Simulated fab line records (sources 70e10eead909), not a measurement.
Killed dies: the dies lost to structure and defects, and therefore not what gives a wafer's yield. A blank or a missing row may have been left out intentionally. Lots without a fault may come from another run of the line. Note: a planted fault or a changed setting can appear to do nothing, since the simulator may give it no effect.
Which tool was responsible? | flow nand-harc | 6 lots with 18 wafers sampled at 2 steps, on a route of 1302 steps

## WHAT THE GAUGES READ, wafer by wafer
NHARC_A_DECK1_JOINT_THK_MEAS_17: measures by ellipsometry.
lot  | measured     | on            | thk-nm (nm)
L752 | day 12 09:55 | film-metro-02 | 43.0 45.0 46.9
L755 | day 13 12:03 | film-metro-01 | 45.4 45.0 42.9
L759 | day 14 18:32 | film-metro-01 | 42.8 43.5 45.7
L767 | day 18 21:18 | film-metro-01 | 43.7 44.9 43.7
L769 | day 19 14:13 | film-metro-01 | 40.3 43.0 44.8
L773 | day 21 02:44 | film-metro-01 | 45.1 44.9 45.5

## EACH LOT AND THE TOOL THAT RAN IT (in order: tool; ch and the chambers of the sampled wafers; start)
lot  | NHARC_A_DECK1_JOINT_DEP_16
L752 | pecvd-02 ch 0,2, day 12 09:37
L755 | pecvd-04 ch 0,1,2, day 13 11:46
L759 | pecvd-01 ch 0,2, day 14 18:15
L767 | pecvd-01 ch 0,1,2, day 18 21:01
L769 | pecvd-02 ch 0,2, day 19 13:56
L773 | pecvd-01 ch 1,2, day 21 02:29
- NHARC_A_DECK1_JOINT_DEP_16: deposits SiO2, target thk 45 nm.

## THE ANSWER, worked out from the rows above alone
Rule: what is usual is taken from the lots themselves. Put in order of their means at a reading, lots are off if they are a third of the lots or fewer, leave a main group of 4 or more, and stand apart from it by a gap of 3 or more times the standard deviation of the main group's means; of several such gaps the widest counts. Not used: any main group whose means are identical at the precision the tables above print for the reading. A lot without any number at a reading at which 4 lots or more have one is off too. All remaining lots with rows at the step are treated as sound.
No lot is off on any of the readings shown, so nothing can be concluded from this.

## WHAT THE SIMULATOR PUT IN
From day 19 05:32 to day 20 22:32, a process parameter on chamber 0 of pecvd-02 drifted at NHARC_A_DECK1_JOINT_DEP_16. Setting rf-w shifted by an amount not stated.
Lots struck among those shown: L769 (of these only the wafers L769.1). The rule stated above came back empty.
